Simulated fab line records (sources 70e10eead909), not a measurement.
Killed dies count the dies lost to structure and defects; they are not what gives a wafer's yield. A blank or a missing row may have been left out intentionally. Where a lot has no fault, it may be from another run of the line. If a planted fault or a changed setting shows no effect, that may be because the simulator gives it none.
Which tool was responsible? | flow nandHarc | 34 wafers from 13 lots sampled at 6 of the route's 1159 steps

## WHAT EACH GAUGE READ, for each wafer
NHARC_END_SORT_01. Usual: killedAtArray 29, standard deviation 11; killedAtOther 0.7, standard deviation 1.1; killedAtPeriphery 2.9, standard deviation 2.2; killedDies 33, standard deviation 11; killedOpen 3.1, standard deviation 1.8; killedShort 1.9, standard deviation 1.4.
lot  | measured     | on        | killedAtArray | killedAtOther | killedAtPeriphery | killedDies | killedOpen | killedShort | flag
L240 | day 22 22:49 | prober-01 | 83            | 0             | 4                 | 87         | 4          | 2           | OFF
L242 | day 21 18:45 | prober-01 | 86 71         | 1 1           | 1 2               | 88 74      | 5 4        | 2 4         | OFF
L245 | day 22 23:49 | prober-01 | 85            | 0             | 0                 | 85         | 0          | 2           | OFF

## WHAT TOOL EACH LOT RAN ON (gives the tool, then ch and the chambers of the sampled wafers, and finally the start)
lot  | NHARC_A_CONTACT_ETCH_115           | NHARC_A_CONTACT_ETCH_102          | NHARC_A_CONTACT_DESCUM_74         | NHARC_A_CONTACT_ETCH_124           | NHARC_A_CONTACT_ETCH_128
L238 | harCapEtch-01 ch 0,1, day 17 00:24 | rieDiel-11 ch 0,2,3, day 17 02:15 | rieDiel-06 ch 0,1,2, day 17 05:34 | harCapEtch-02 ch 0,1, day 17 06:41 | harCapEtch-02 ch 0,1, day 17 07:19
L234 | harCapEtch-02 ch 0,1, day 17 01:02 | rieDiel-09 ch 0,2, day 17 02:56   | rieDiel-09 ch 1,2, day 17 06:20   | harCapEtch-03 ch 0,1, day 17 07:44 | harCapEtch-03 ch 0,1, day 17 08:22
L240 | harCapEtch-01 ch 1, day 18 01:41   | rieDiel-06 ch 1, day 18 03:31     | rieDiel-06 ch 0, day 18 19:14     | harCapEtch-03 ch 0, day 18 20:28   | harCapEtch-03 ch 0, day 18 21:03
L241 | harCapEtch-02 ch 0,1, day 18 08:22 | rieDiel-09 ch 1,2,3, day 18 10:13 | rieDiel-09 ch 1,2, day 18 14:52   | harCapEtch-03 ch 0,1, day 18 16:19 | harCapEtch-03 ch 0,1, day 18 16:56
L242 | harCapEtch-01 ch 1, day 18 15:20   | rieDiel-11 ch 0,2, day 18 17:43   | rieDiel-06 ch 0,1, day 19 02:02   | harCapEtch-01 ch 0,1, day 19 03:50 | harCapEtch-01 ch 0,1, day 19 04:26
L245 | harCapEtch-01 ch 1, day 19 07:23   | rieDiel-09 ch 2, day 19 09:24     | rieDiel-09 ch 2, day 19 15:19     | harCapEtch-01 ch 0, day 19 16:50   | harCapEtch-01 ch 0, day 19 17:26
L246 | harCapEtch-02 ch 0,1, day 19 08:10 | rieDiel-06 ch 0,1,3, day 19 10:20 | rieDiel-06 ch 1,2, day 19 13:41   | harCapEtch-03 ch 0,1, day 19 15:03 | harCapEtch-03 ch 0,1, day 19 15:40
L247 | harCapEtch-02 ch 0,1, day 19 14:16 | rieDiel-06 ch 1,2, day 19 16:29   | rieDiel-06 ch 0,1,3, day 19 20:49 | harCapEtch-01 ch 0,1, day 19 22:10 | harCapEtch-01 ch 0,1, day 19 22:47
L251 | harCapEtch-03 ch 0,1, day 20 08:19 | rieDiel-09 ch 1,2,3, day 20 10:14 | rieDiel-06 ch 0,1,3, day 20 13:59 | harCapEtch-02 ch 0,1, day 20 15:10 | harCapEtch-02 ch 0,1, day 20 15:47
L252 | harCapEtch-03 ch 0,1, day 20 12:58 | rieDiel-09 ch 0,1, day 20 14:52   | rieDiel-09 ch 0,1,3, day 20 18:11 | harCapEtch-03 ch 0,1, day 20 19:22 | harCapEtch-03 ch 0,1, day 20 19:58
L253 | harCapEtch-02 ch 0,1, day 21 04:24 | rieDiel-09 ch 2,3, day 21 06:14   | rieDiel-06 ch 0,1,3, day 21 11:17 | harCapEtch-03 ch 0,1, day 21 12:23 | harCapEtch-03 ch 0,1, day 21 13:01
L254 | harCapEtch-01 ch 0,1, day 21 11:40 | rieDiel-06 ch 0,1,2, day 21 13:30 | rieDiel-09 ch 2,3, day 21 16:47   | harCapEtch-01 ch 0, day 21 17:57   | harCapEtch-01 ch 0, day 21 18:34
L257 | harCapEtch-02 ch 0,1, day 22 01:30 | rieDiel-09 ch 1,2,3, day 22 03:39 | rieDiel-09 ch 0,1,3, day 22 06:56 | harCapEtch-02 ch 0,1, day 22 08:04 | harCapEtch-02 ch 0,1, day 22 08:41
- NHARC_A_CONTACT_ETCH_115: etches the open film in C4F8/O2/Ar, time 94 s, target depth 922 nm.
- NHARC_A_CONTACT_ETCH_102: etches the open film in CF4/O2, target depth 70 nm, overetch 7 nm, time 38.5 s.
- NHARC_A_CONTACT_DESCUM_74: chemistry O2, time 3 s.
- NHARC_A_CONTACT_ETCH_124: etches the open film in C4F8/O2/Ar, time 140 s, target depth 700 nm.
- NHARC_A_CONTACT_ETCH_128: etches the open film in C4F8/O2/Ar, time 155 s, target depth 956 nm.

## AS READ BY THE TOOLS THEMSELVES (means over the sampled wafers that have a number; for cases with no such wafer, the mark the record gives instead)
NHARC_A_CONTACT_ETCH_102. Usual: value, then standard deviation, for each; biasW 99.97 W / 0.28; cf4FlowSccm 80.03 sccm / 0.25; drypumpMotorCurrentA 5.6 A / 0.47; oesProductAu 1.000 a.u. / 0.0093; rfVppV 197.9 V / 1.6; showerheadPlenumPTorr 1.35 Torr / 0.063; throttleValvePct 13.397 % / 0.0092.
lot  | tool       | biasW (W) | cf4FlowSccm (sccm) | drypumpMotorCurrentA (A) | oesProductAu (a.u.) | rfVppV (V) | showerheadPlenumPTorr (Torr) | throttleValvePct (%) | flag
L238 | rieDiel-11 | 100.04    | 80.26              | 6.0                      | 1.003               | 199.4      | 1.41                         | 13.394               | 
L234 | rieDiel-09 | 100.20    | 79.63              | 5.5                      | 1.005               | 197.7      | 1.31                         | 13.397               | 
L240 | rieDiel-06 | 99.93     | 80.38              | 5.4                      | 0.994               | 197.5      | 1.34                         | 13.407               | 
L241 | rieDiel-09 | 99.78     | 79.96              | 5.3                      | 1.009               | 197.5      | 1.32                         | 13.396               | 
L242 | rieDiel-11 | 99.94     | 79.65              | 6.2                      | 0.991               | 200.1      | 1.43                         | 13.410               | 
L245 | rieDiel-09 | 99.61     | 80.26              | 5.5                      | 1.009               | 196.4      | 1.32                         | 13.387               | 
L246 | rieDiel-06 | 99.89     | 79.82              | 5.8                      | 1.006               | 198.4      | 1.37                         | 13.396               | 
L247 | rieDiel-06 | 99.84     | 79.97              | 5.3                      | 1.014               | 198.7      | 1.39                         | 13.396               | 
L251 | rieDiel-09 | 100.07    | 80.06              | 5.3                      | 0.999               | 196.9      | 1.32                         | 13.397               | 
L252 | rieDiel-09 | 99.98     | 80.36              | 5.2                      | 0.990               | 196.5      | 1.32                         | 13.401               | 
L253 | rieDiel-09 | 100.24    | 80.06              | 5.6                      | 0.999               | 195.8      | 1.27                         | 13.407               | 
L254 | rieDiel-06 | 99.76     | 80.15              | 5.4                      | 0.991               | 199.1      | 1.40                         | 13.400               | 
L257 | rieDiel-09 | 99.95     | 80.30              | 5.3                      | 0.997               | 196.9      | 1.31                         | 13.391               | 

NHARC_A_CONTACT_DESCUM_74. Usual: drypumpMotorCurrentA 5.5 A, standard deviation 0.45; oesProductAu 0.999 a.u., standard deviation 0.008; rfVppV 57.7 V, standard deviation 0.92; showerheadPlenumPTorr 1.92 Torr, standard deviation 0.093; throttleValvePct 11.311 %, standard deviation 0.0089.
lot  | tool       | drypumpMotorCurrentA (A) | oesProductAu (a.u.) | rfVppV (V) | showerheadPlenumPTorr (Torr) | throttleValvePct (%) | flag
L238 | rieDiel-06 | 5.4                      | 0.998               | 57.9       | 1.91                         | 11.306               | 
L234 | rieDiel-09 | 5.0                      | 0.998               | 58.0       | 1.95                         | 11.312               | 
L240 | rieDiel-06 | 5.5                      | 1.002               | 57.3       | 1.76                         | 11.305               | 
L241 | rieDiel-09 | 5.2                      | 0.993               | 58.1       | 1.93                         | 11.319               | 
L242 | rieDiel-06 | 5.5                      | 1.002               | 58.6       | 2.00                         | 11.308               | 
L245 | rieDiel-09 | 5.5                      | 0.999               | 57.8       | 1.89                         | 11.297               | 
L246 | rieDiel-06 | 5.3                      | 1.011               | 58.0       | 2.00                         | 11.314               | 
L247 | rieDiel-06 | 5.8                      | 1.003               | 58.8       | 1.96                         | 11.308               | 
L251 | rieDiel-06 | 5.8                      | 0.995               | 58.0       | 1.96                         | 11.315               | 
L252 | rieDiel-09 | 5.3                      | 0.998               | 57.5       | 1.87                         | 11.302               | 
L253 | rieDiel-06 | 5.8                      | 1.002               | 57.3       | 1.96                         | 11.323               | 
L254 | rieDiel-09 | 5.6                      | 0.996               | 57.6       | 1.82                         | 11.308               | 
L257 | rieDiel-09 | 5.3                      | 1.005               | 58.4       | 1.87                         | 11.315               | 

## THE ANSWER, worked out from the rows above alone
Rule: a lot is off if the mean of its wafers that have a number lies more than 3 standard deviations from the usual mean. A lot without any number at a reading at which 4 lots or more have one is off too. Where the step has rows for the other lots, those lots are counted as sound. First the gauges in route order, then the tools' own readings, where a lot's mean is used as printed above. The first step at which some lot is off is used, and at that step the reading that is off furthest; a lot without a number counts as furthest.
Off at NHARC_END_SORT_01 (killedAtArray): L240, L242, L245. Neither off nor sound, because the step has no rows for them: L238, L234, L241, L246, L247, L251, L252, L253, L254, L257.
If a tool, at a process step before that reading, ran all the lots that are off and no sound lot after the first of them, it fits. The gauges at NHARC_END_SORT_01 are tried like those tools. Can't be told from this: 2 tools fit, harCapEtch-01 at NHARC_A_CONTACT_ETCH_115, prober-01 at NHARC_END_SORT_01.

## WHAT THE SIMULATOR HAD INSERTED
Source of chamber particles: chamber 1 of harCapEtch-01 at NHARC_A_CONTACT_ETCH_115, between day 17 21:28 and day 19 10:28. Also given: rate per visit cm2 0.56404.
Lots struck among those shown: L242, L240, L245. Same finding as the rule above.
